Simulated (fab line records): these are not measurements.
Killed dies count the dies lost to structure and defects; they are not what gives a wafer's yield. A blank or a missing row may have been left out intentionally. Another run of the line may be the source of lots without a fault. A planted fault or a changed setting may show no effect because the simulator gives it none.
Struck lot and sound lot, side by side ; flow nand_harc ; 14 out of 1302 route steps
Sound: these wafers, L397.1, L397.4, L397.5. The struck wafers were L407.4, L407.5, L407.6. At the end, the cause is stated.
At each step with rows: each side's tool, then ch and its chambers, then its first start. Under that, the readings that differ: sound wafers ; struck wafers ; difference of the means ; sigmas: that difference in standard deviations of wafers without a fault.
alike: words and numbers the same on both sides, and readings whose means are apart by under 2 such deviations; not compared: readings that were withheld, readings missing a value for some wafer, numbers with overlapping values and no deviation given by the record, and bounds like >300 which may hide the same value.
The two part at a step that has a row with sigmas, a row that says differs or no value, or rows on one side only. Numbers that don't overlap but have no deviation are shown without sigmas and don't part them. A reading missing from all wafers of one side parts the sides only when that side holds two or more wafers.

first, 5 steps without rows for these wafers: NHARC_A_STAIRCASE_EBR_306; NHARC_A_STAIRCASE_EXPOSE_307 (exposes mask CHOP 50); NHARC_A_STAIRCASE_PEB_308 (peb time 130 s); NHARC_A_STAIRCASE_DEVELOP_309 (time 140 s); NHARC_A_STAIRCASE_HARDBAKE_311 (time 140 s).
NHARC_A_STAIRCASE_DESCUM_312: chemistry O2, time 3 s.
  sound on rie_diel-13 ch 0,1,2, day 18 05:31; struck on rie_diel-08 ch 0,1,3, day 23 00:30
  alike: drypump_motor_current_A, mfc_ar_sccm, oes_product_au, rf_vpp_V, showerhead_plenum_p_Torr, throttle_valve_pct
  not compared: rf_hours_counter_h
NHARC_A_STAIRCASE_ETCH_313: etches the open film in CF4/CHF3.
  sound on rie_diel-13 ch 2,3, day 18 05:35; struck on rie_diel-08 ch 1,2,3, day 23 00:39
  alike: drypump_motor_current_A, mfc_ar_sccm, oes_product_au, rf_vpp_V, showerhead_plenum_p_Torr, throttle_valve_pct
  not compared: rf_hours_counter_h
NHARC_A_STAIRCASE_HM_OPEN_463: chemistry O2/COS.
  sound: rie_diel-13 ch 0,2; struck: rie_diel-08 ch 0,2,3
  alike: drypump_motor_current_A, mfc_ar_sccm, oes_product_au, rf_vpp_V, showerhead_plenum_p_Torr, throttle_valve_pct
  not compared: rf_hours_counter_h
then, 1 step without rows for these wafers: NHARC_A_STAIRCASE_STRIP_464 (strips in O2/COS).
NHARC_A_STAIRCASE_ETCH_453: etches the open film in CF4/O2, target depth 30 nm, overetch 3 nm, time 16.5 s.
  sound: rie_diel-13 ch 0,2; struck: rie_diel-08 ch 2,3
reading;sound;struck;difference;sigmas
mfc_ar_sccm (sccm);0.016 0.019 0.016;0 0 0;+0;-2
  alike: drypump_motor_current_A, oes_ar_750_au, oes_product_au, rf_vpp_V, showerhead_plenum_p_Torr, throttle_valve_pct
  not compared: rf_hours_counter_h
NHARC_A_STAIRCASE_ETCH_315: etches the open film in C4F8/O2/Ar, target depth 2500 nm, time 607.1 s.
  sound: rie_diel-13 ch 0,1,3; struck: rie_diel-08 ch 1,2
  alike: oes_product_au, rf_vpp_V
  not compared: rf_hours_counter_h
NHARC_A_STAIRCASE_STRIP_316: strips in O2.
  sound on rie_diel-13 ch 0,1,3, day 18 06:35; struck on rie_diel-08 ch 0,1, day 23 04:33
  no value came back on the struck wafers for any of 8 readings (bias_w (W), chamber_pressure_mTorr (mTorr) and others); on the sound wafers bias_w (W) reads 0 0 0
  not compared: rf_hours_counter_h
then, 1 step without rows for these wafers: NHARC_A_STAIRCASE_STRIP_317 (strips in SPM, time 900 s).
-- record jumps: 8 days between struck wafers' starts before vs after; left off in module A_STAIRCASE, resumes in module END, first step shown is number 1302 of the route --
NHARC_END_SORT_01:
  sound on prober-02 ch 0, day 25 12:29; struck on prober-02 ch 0, day 30 21:56
reading;sound;struck;difference;sigmas
killed_at_array;54 69 56;673 672 670;+612;+36
killed_dies;64 75 64;677 677 677;+609;+34
  alike: killed_at_other, killed_at_periphery, killed_open, killed_short

## WHERE THEY PART
At NHARC_A_STAIRCASE_ETCH_453 first; at NHARC_END_SORT_01 last (within this record only).

WHY: what had been put in by the simulator
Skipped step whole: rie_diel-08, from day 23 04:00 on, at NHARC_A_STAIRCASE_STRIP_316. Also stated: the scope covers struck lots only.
